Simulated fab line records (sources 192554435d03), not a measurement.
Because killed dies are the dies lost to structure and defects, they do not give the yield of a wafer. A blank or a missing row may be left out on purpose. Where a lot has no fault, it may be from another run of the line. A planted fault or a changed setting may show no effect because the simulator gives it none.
fab line records ; flow n5_finfet
[record] lots = 5; wafers = 14; last_day = 19
route steps=1938 shown STI_FIN_REVEAL@206 DUMMY_GATE@212 PASSIVATION@1936
lots untouched by any fault: they come from a run of this same line in which no faults occurred
start_h: start of the lot's first displayed wafer, in hours after the record's first day ; wait_h: hours since the lot's step before ; " the same as in the row above ; L1.1+2: a row that stands for several wafers ; - value missing, or start not given ; * or withheld: withheld ; < > ~ a bound
route shown NAME@n: NAME is a module with steps in the file, n the number in the route of the first one ; usual: mean and standard deviation over wafers with no fault ; same: alike in all rows ; chamber/n: place in a boat ; sites: the reading at each site ; _std_site: how widely they spread, as a standard deviation ; _edge_site: outer sites' mean less inner sites' ; radius_mm: for every site, how far away it sits from the centre of the wafer ; mask NAME#n: copy n ; behind: the tool/chamber that last shaped the wafer ; hold: cause of the lot's hold/its duration in hours/its outcome ; device: which transistor (n, p or np) failed to switch ; end of line: the same wafers' tests at the end of the route ; a step with no rows: only its recipe ; killed: count of dies lost to structure and defects at first sort (not the wafer's yield) ; map: dies across one wafer; x = killed, . = not, _ = none there
set.NAME: setting as actually run; set.NAME@STEP: the setting as run at that earlier step ; model.NAME: the simulator's own value behind a step, which no gauge read
certain route steps with their lots: each step a table, each wafer a row
services: from which hour (start_h, from the record's first day; less than 0 if before it) a tool's chamber was out of use, for how many hours, and why
[[steps]]
[step N5_STI_FIN_REVEAL_SRD_23]
[recipe] dry = ipa_marangoni; time_s = 30; temp_c = 23; rinse_liquid = diw
[step N5_STI_FIN_REVEAL_CD_MEAS_22]
[recipe] target_cd_nm = 6.238; pitch_nm = 28; polarity = line
[usual] cd_nm = 6.29/0.24
lot.wafer;tool;chamber;start_h;wait_h;cd_nm
L543.2;cd_sem-02;-;62.98;0.0;6.41
L543.5;cd_sem-02;-;62.98;0.0;6.30
L543.6;cd_sem-02;-;62.98;0.0;6.46
L546.2;cd_sem-03;-;79.23;0.0;5.84
L546.5;cd_sem-03;-;79.23;0.0;6.22
L546.6;cd_sem-03;-;79.23;0.0;6.07
L553.2;cd_sem-02;-;120.77;0.0;6.43
L553.6;cd_sem-02;-;120.77;0.0;6.52
L561.2;cd_sem-02;-;174.79;0.0;6.16
L561.4;cd_sem-02;-;174.79;0.0;6.43
L561.5;cd_sem-02;-;174.79;0.0;5.64
L562.3;cd_sem-02;-;177.28;0.0;6.32
L562.4;cd_sem-02;-;177.28;0.0;6.17
L562.5;cd_sem-02;-;177.28;0.0;6.15
[step N5_STI_FIN_REVEAL_FIN_H_MEAS_10]
[usual] trench_depth_nm = 51.9/0.58
lot.wafer;tool;chamber;start_h;wait_h;trench_depth_nm
L543.2;ocd-01;-;63.01;0.0;51.9
L543.5;ocd-01;-;63.01;0.0;51.8
L543.6;ocd-01;-;63.01;0.0;52.5
L546.2;ocd-02;-;79.26;0.0;51.3
L546.5;ocd-02;-;79.26;0.0;51.2
L546.6;ocd-02;-;79.26;0.0;52.1
L553.2;ocd-02;-;120.80;0.0;51.5
L553.6;ocd-02;-;120.80;0.0;51.9
L561.2;ocd-02;-;174.82;0.0;51.6
L561.4;ocd-02;-;174.82;0.0;51.0
L561.5;ocd-02;-;174.82;0.0;51.7
L562.3;ocd-02;-;177.31;0.0;51.9
L562.4;ocd-02;-;177.31;0.0;51.2
L562.5;ocd-02;-;177.31;0.0;51.5
[step N5_STI_FIN_REVEAL_PRECLEAN_18]
[recipe] chemistry = SC2; time_s = 45; temp_c = 35; mix = 1:1:50
[step N5_STI_FIN_REVEAL_SRD_28]
[recipe] dry = ipa_marangoni; time_s = 30; temp_c = 23; rinse_liquid = diw
[step N5_STI_FIN_REVEAL_INSPECT_13]
[recipe] inspect_instrument = darkfield; mode = post_clean
[usual] raw_defect_count = 11/4.9
lot.wafer;tool;chamber;start_h;wait_h;raw_defect_count
L543.2;defect_inspect-02;-;63.10;0.0;13
L543.5;defect_inspect-02;-;63.10;0.0;9
L543.6;defect_inspect-02;-;63.10;0.0;11
L546.2;defect_inspect-02;-;79.38;0.0;15
L546.5;defect_inspect-02;-;79.38;0.0;11
L546.6;defect_inspect-02;-;79.38;0.0;16
L553.2;defect_inspect-02;-;120.89;0.0;10
L553.6;defect_inspect-02;-;120.89;0.0;9
L561.2;defect_inspect-01;-;174.90;0.0;13
L561.4;defect_inspect-01;-;174.90;0.0;10
L561.5;defect_inspect-01;-;174.90;0.0;8
L562.3;defect_inspect-01;-;177.40;0.0;15
L562.4;defect_inspect-01;-;177.40;0.0;17
L562.5;defect_inspect-01;-;177.40;0.0;14
[step N5_DUMMY_GATE_PRECLEAN_00]
[recipe] chemistry = O3/DIW; time_s = 60; temp_c = 22; o3_ppm = 10
[step N5_DUMMY_GATE_SRD_01]
[recipe] time_s = 30; temp_c = 23; rinse_liquid = diw; dry = ipa_marangoni
[step N5_DUMMY_GATE_ALD_02]
[recipe] material = SiO2; target_thk_a = 20; temp_c = 300; ald_precursor_family = BDEAS; ald_co_reactant = O2-plasma; pulse_time_s = 1; pressure_torr = 2
[usual] heater_power_w = 462/53; precursor_pulse_height_rel = 0.997/0.021
lot.wafer;tool;chamber;start_h;wait_h;heater_power_w;precursor_pulse_height_rel
L543.2;ald_sin-03;2;63.19;0.0;585;0.994
L543.5;ald_sin-03;3;63.19;0.0;478;0.991
L543.6;ald_sin-03;2;63.19;0.0;582;0.988
L546.2;ald_sin-04;2;80.09;0.6;428;1.009
L546.5;ald_sin-04;2;80.09;0.6;433;1.006
L546.6;ald_sin-04;3;80.09;0.6;416;1.011
L553.2;ald_sin-03;1;121.30;0.3;504;0.980
L553.6;ald_sin-03;0;121.30;0.3;442;1.002
L561.2;ald_sin-04;0;175.00;0.0;374;0.984
L561.4;ald_sin-04;2;175.00;0.0;407;0.939
L561.5;ald_sin-04;2;175.00;0.0;413;1.026
L562.3;ald_sin-04;2;177.49;0.0;412;1.010
L562.4;ald_sin-04;0;177.49;0.0;380;0.995
L562.5;ald_sin-04;2;177.49;0.0;399;1.038
[step N5_DUMMY_GATE_CVD_03]
[recipe] material = a-Si; target_thk_a = 1500; temp_c = 530; precursor = SiH4; time_s = 8042
[step N5_DUMMY_GATE_PRECLEAN_46]
[recipe] chemistry = DIW; time_s = 89.5; temp_c = 23
[step N5_DUMMY_GATE_SRD_47]
[recipe] dry_time_s = 32; dry = n2_spin; spin_rpm = 1500
[step N5_DUMMY_GATE_CMP_04]
[recipe] material = a-Si; post_cmp_clean = alkaline_brush
[usual] motor_current_A = 10.2/1.1; time_to_endpoint_s = 13.5/2.1
lot.wafer;tool;chamber;start_h;wait_h;motor_current_A;time_to_endpoint_s
L543.2;cmp-04;1;67.11;0.1;10.7;14.6
L543.5;cmp-04;3;67.11;0.1;10.0;15.1
L543.6;cmp-04;0;67.11;0.1;10.4;16.1
L546.2;cmp-04;0;84.03;0.1;10.4;17.3
L546.6;cmp-04;1;84.03;0.1;10.4;15.2
L546.5;cmp-04;2;84.03;0.1;9.3;17.0
L553.2;cmp-04;1;125.23;0.1;10.8;14.4
L553.6;cmp-04;3;125.23;0.1;10.0;5.0
L562.3;cmp-01;2;182.17;0.1;11.0;7.4
L562.4;cmp-01;3;182.17;0.1;9.8;13.0
L562.5;cmp-01;1;182.17;0.1;10.3;12.3
L561.4;cmp-01;2;182.39;0.2;11.1;15.2
L561.2;cmp-01;3;182.39;0.2;10.5;13.5
L561.5;cmp-01;1;182.39;0.2;10.1;12.9
[step N5_DUMMY_GATE_THK_MEAS_05]
[usual] thk_nm = 72.0/1.1
lot.wafer;tool;chamber;start_h;wait_h;thk_nm
L543.2;film_metro-02;-;67.29;0.1;72.4
L543.5;film_metro-02;-;67.29;0.1;70.5
L543.6;film_metro-02;-;67.29;0.1;72.3
L546.2;film_metro-02;-;84.17;0.1;72.9
L546.5;film_metro-02;-;84.17;0.1;71.8
L546.6;film_metro-02;-;84.17;0.1;72.1
L553.2;film_metro-02;-;125.38;0.1;70.7
L553.6;film_metro-02;-;125.38;0.1;73.0
L562.3;film_metro-02;-;182.38;0.2;73.7
L562.4;film_metro-02;-;182.38;0.2;71.9
L562.5;film_metro-02;-;182.38;0.2;70.9
L561.2;film_metro-01;-;182.57;0.1;73.2
L561.4;film_metro-01;-;182.57;0.1;72.2
L561.5;film_metro-01;-;182.57;0.1;71.6
[step N5_PASSIVATION_PROBE_49]
[usual] killed_at_M0_to_M3 = 37/12; killed_at_M4_up = 15/5.6; killed_at_contacts = 13/6.9; killed_at_front_end = 40/11; killed_at_other = 4/3.2; killed_dies = 109/20; killed_open = 73/15; killed_short = 35/8.3
[same] gross_dies = 1180; killed_at_back_side = 0
lot.wafer;tool;chamber;start_h;wait_h;killed_at_M0_to_M3;killed_at_M4_up;killed_at_contacts;killed_at_front_end;killed_at_other;killed_dies;killed_open;killed_short
L543.2;prober-02;-;363.78;0.1;34;13;8;38;10;103;77;25
L543.5;prober-02;-;363.93;0.2;38;10;15;30;1;94;69;25
L543.6;prober-02;-;363.98;0.3;33;15;15;57;3;123;80;40
L553.2;prober-01;-;411.89;0.1;34;11;4;43;2;94;52;42
L562.3;prober-02;-;454.35;0.1;24;17;15;38;2;96;57;37
L562.4;prober-02;-;454.40;0.2;33;29;13;66;11;152;112;39
L562.5;prober-02;-;454.45;0.2;47;8;20;72;8;155;103;52
// killed by level:class
L543.2 STI_FIN_REVEAL:geometric_particle:open=14 BEOL_M2:geometric_particle:open=13 MOL_CONTACT_COAG:geometric_particle:open=7 BEOL_M1:geometric_particle:open=7 FIN_SAQP:geometric_particle:open=6 BEOL_M3:geometric_particle:open=4 BEOL_M4:geometric_particle:open=4 GATE_CUT:geometric_particle:open=3
L543.5 MOL_CONTACT_COAG:geometric_particle:open=13 BEOL_M0_SAQP:geometric_particle:open=9 BEOL_M2:geometric_particle:open=9 BEOL_M3:geometric_particle:open=9 FIN_SAQP:geometric_particle:open=8 STI_FIN_REVEAL:geometric_particle:open=4 BEOL_M4:geometric_particle:open=4 STARTING-WAFER:geometric_particle:open=4
L543.6 BEOL_M2:geometric_particle:open=15 FIN_SAQP:geometric_particle:open=13 FIN_SAQP:geometric_particle:short=11 MOL_CONTACT_COAG:geometric_particle:open=11 STI_FIN_REVEAL:geometric_particle:open=9 BEOL_M4:geometric_particle:open=6 GATE_CUT:geometric_particle:short=5 DUMMY_GATE:geometric_particle:open=4
L553.2 FIN_SAQP:geometric_particle:short=13 FIN_SAQP:geometric_particle:open=9 BEOL_M2:geometric_particle:open=9 STI_FIN_REVEAL:geometric_particle:open=6 BEOL_M0_SAQP:geometric_particle:open=5 BEOL_M2:geometric_particle:short=5 BEOL_M0:geometric_particle:short=4 BEOL_M1:geometric_particle:open=4
L562.3 MOL_CONTACT_COAG:geometric_particle:open=12 STI_FIN_REVEAL:geometric_particle:open=9 BEOL_M0_SAQP:geometric_particle:short=8 FIN_SAQP:geometric_particle:short=7 BEOL_M4:geometric_particle:open=6 BEOL_M2:geometric_particle:open=5 BEOL_M0_SAQP:geometric_particle:open=5 FIN_SAQP:geometric_particle:open=4
L562.4 STI_FIN_REVEAL:geometric_particle:open=22 FIN_SAQP:geometric_particle:open=17 BEOL_M4:geometric_particle:open=15 MOL_CONTACT_COAG:geometric_particle:open=10 BEOL_M0_SAQP:geometric_particle:short=9 DUMMY_GATE:geometric_particle:open=8 BEOL_M2:geometric_particle:open=7 STI_FIN_REVEAL:geometric_particle:short=5
L562.5 STI_FIN_REVEAL:geometric_particle:open=26 MOL_CONTACT_COAG:geometric_particle:open=16 BEOL_M0_SAQP:geometric_particle:open=13 BEOL_M0_SAQP:geometric_particle:short=11 BEOL_M2:geometric_particle:open=11 FIN_SAQP:geometric_particle:short=10 FIN_SAQP:geometric_particle:open=7 STI_FIN_REVEAL:geometric_particle:short=7
[[services]]
tool;chamber;start_h;hours;kind
ald_sin-04;3;41.27;1.6;repair
cmp-01;-;42.78;4.0;pm
cmp-04;-;48.02;4.8;pm
cmp-01;-;52.97;7.4;pm
ald_sin-03;1;54.80;2.8;repair
ald_sin-03;0;58.77;9.0;repair
cmp-01;-;61.10;4.2;repair
cmp-01;-;73.26;3.4;repair
cmp-01;-;84.22;0.6;repair
ald_sin-04;-;85.25;14.0;pm
ald_sin-04;0;85.25;14.0;vent_cycle
ald_sin-04;1;85.25;14.0;vent_cycle
ald_sin-04;2;85.25;17.0;vent_cycle
ald_sin-04;3;85.25;14.0;vent_cycle
cmp-01;-;95.81;1.8;repair
ald_sin-04;0;99.25;-;clean
ald_sin-04;1;99.25;-;clean
ald_sin-04;-;113.38;14.6;pm
ald_sin-03;-;114.15;3.6;repair
ald_sin-03;2;127.32;6.2;repair
cmp-04;-;128.60;1.1;repair
ald_sin-04;-;133.53;6.0;pm
ald_sin-03;-;138.77;1.3;repair
ald_sin-03;-;176.96;14.0;pm
[[key]]
[first_sign] step = N5_DUMMY_GATE_CMP_04; reading = time_to_endpoint_s; direction = down; sigmas = 4.1; usual = *; struck = *
effect none on later readings
met_at N5_DUMMY_GATE_CMP_04
struck_wafers L553.6
tester_left_out L553
onset_between 84.03 125.23
[fault] kind = process_parameter_drift; tool = cmp-04; chamber = -; onset_h = 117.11; steps = N5_DUMMY_GATE_CMP_04; channel = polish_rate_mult; offset = 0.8; shape = step; end_h = 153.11; scope = struck_wafers_only
// tester_left_out: of these lots the tester's yield and bins aren't shown, on N5 and GAA mostly nor the transistor test; their killed dies are dies lost to structure and defects alone, not to doping, threshold or leakage, so they don't give the yield
